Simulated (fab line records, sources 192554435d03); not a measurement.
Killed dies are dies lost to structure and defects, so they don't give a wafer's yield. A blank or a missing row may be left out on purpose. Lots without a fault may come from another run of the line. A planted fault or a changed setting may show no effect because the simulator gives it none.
Split-lot experiment | flow n5_finfet | 7 lots, 21 wafers read, on a route of 1938 steps

THE SPLIT
At N5_BEOL_M7_HM_DEP_02 (deposits TiN, target thk 20 nm), the setting target_thk_a was moved away from the recipe's 200 angstrom on 8 of the 21 wafers read, by -11.2% to +12.1%. The other wafers ran this setting at the recipe's value.

FROM THE SPLIT TO THE READING: what the file shows between them, 4 steps
- N5_BEOL_M7_COAT_59: time 60 s, resist thk 100 nm
- N5_BEOL_M7_COAT_60: time 60 s, resist thk 35 nm
- N5_BEOL_M7_STRIP_68: strips in N2/H2
- N5_BEOL_M7_STRIP_67: strips in CF4

THE READING
etch.depth_nm (the simulator's own value, which no gauge read), in nm, at N5_BEOL_M7_HM_OPEN_17 (chemistry Cl2/BCl3, target TiN, target depth 20 nm, overetch 6 nm). The file gives no usual value for it. The 13 wafers here that ran the recipe average 20.05 nm, standard deviation 0.26 nm.

wafer  | tool, chamber at the split | target_thk_a as run, angstrom | against the recipe | etch.depth_nm, nm | against lot-mates on the recipe
L075.2 | pvd_sputter-01, -          | 200                           | recipe             | 20.16             | -
L075.3 | pvd_sputter-01, -          | 200                           | recipe             | 20.4              | -
L075.5 | pvd_sputter-01, -          | 200                           | recipe             | 20.15             | -
L077.1 | pvd_sputter-01, -          | 224.1                         | +12.1%             | 22.32             | +2.49
L077.2 | pvd_sputter-01, -          | 224.1                         | +12.1%             | 22.57             | +2.74
L077.3 | pvd_sputter-01, -          | 200                           | recipe             | 19.83             | -
L081.3 | pvd_sputter-01, -          | 200                           | recipe             | 19.88             | -
L081.5 | pvd_sputter-01, -          | 209.5                         | +4.8%              | 20.82             | +0.95
L081.6 | pvd_sputter-01, -          | 200                           | recipe             | 19.85             | -
L085.1 | pvd_sputter-03, -          | 187.6                         | -6.2%              | 18.58             | no lot-mate on the recipe
L085.3 | pvd_sputter-03, -          | 187.6                         | -6.2%              | 18.59             | no lot-mate on the recipe
L085.4 | pvd_sputter-03, -          | 187.6                         | -6.2%              | 18.48             | no lot-mate on the recipe
L090.2 | pvd_sputter-01, -          | 200                           | recipe             | 20.25             | -
L090.4 | pvd_sputter-01, -          | 200                           | recipe             | 20.09             | -
L090.6 | pvd_sputter-01, -          | 200                           | recipe             | 20.4              | -
L092.1 | pvd_sputter-03, -          | 200                           | recipe             | 20.23             | -
L092.4 | pvd_sputter-03, -          | 210.7                         | +5.3%              | 21.04             | +0.82
L092.6 | pvd_sputter-03, -          | 200                           | recipe             | 20.21             | -
L097.1 | pvd_sputter-01, -          | 200                           | recipe             | 19.57             | -
L097.2 | pvd_sputter-01, -          | 177.6                         | -11.2%             | 17.22             | -2.39
L097.3 | pvd_sputter-01, -          | 200                           | recipe             | 19.64             | -

THE FIT
A straight line over all 21 wafers: etch.depth_nm changes by +0.217 nm for each +1% of target_thk_a; r = +0.98; the points scatter about the line by 0.25 nm.
The same after taking each lot's own level away (the mean of its wafers on the recipe; 18 wafers): +0.212 nm for each +1%; r = +0.99; scatter 0.12 nm.
On that fit, the largest move of target_thk_a shifts the reading by 2.6 nm.
The lots' own levels span 19.605 to 20.247 nm, that is 2.5 times the standard deviation above.
So the lot-to-lot level changes the slope little: the two slopes agree.
Check: with one of the wafers moved furthest among these (+12.1%) left out of the fit, the line predicts +2.56 nm for it against its lot-mates. It came out at +2.49 nm against them.

OTHER SPLITS ON THESE WAFERS
These wafers also went through other splits before the reading. Each is held against what the fit with the lots' levels taken away leaves over:
other split on the same wafers     | wafers away from the commonest value | r with etch.depth_nm (lot level and that fit taken away)
N5_BEOL_M2_DESCUM_33 time_s        | 2                                    | -0.06
N5_BEOL_M5_PECVD_70 time_s         | 7                                    | -0.07
N5_BEOL_M5_TRENCH_ETCH_37 source_w | 8                                    | +0.39
N5_BEOL_M5_ETCH_41 source_w        | 8                                    | -0.31
N5_BEOL_M7_ILD_DEP_00 time_s       | 4                                    | +0.08

THE WHOLE CHAIN: every reading that the file lists as answering this split, in the file's order
step                  | what it does                                                      | reading                                                                          | change (the file's fit)               | r (the file's)
N5_BEOL_M7_HM_DEP_02  | deposits TiN, target thk 20 nm                                    | TiN_of_BEOL_M7_HM_DEP_02.thk_nm (the simulator's own value, which no gauge read) | +0.213 nm for each +1% of the setting | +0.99
N5_BEOL_M7_HM_OPEN_17 | chemistry Cl2/BCl3, target TiN, target depth 20 nm, overetch 6 nm | etch.depth_nm (the simulator's own value, which no gauge read)                   | +0.209 nm for each +1% of the setting | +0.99

THE FILE'S OWN FIT
etch.depth_nm changes by +0.209 nm for each +1% of target_thk_a, r = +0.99.
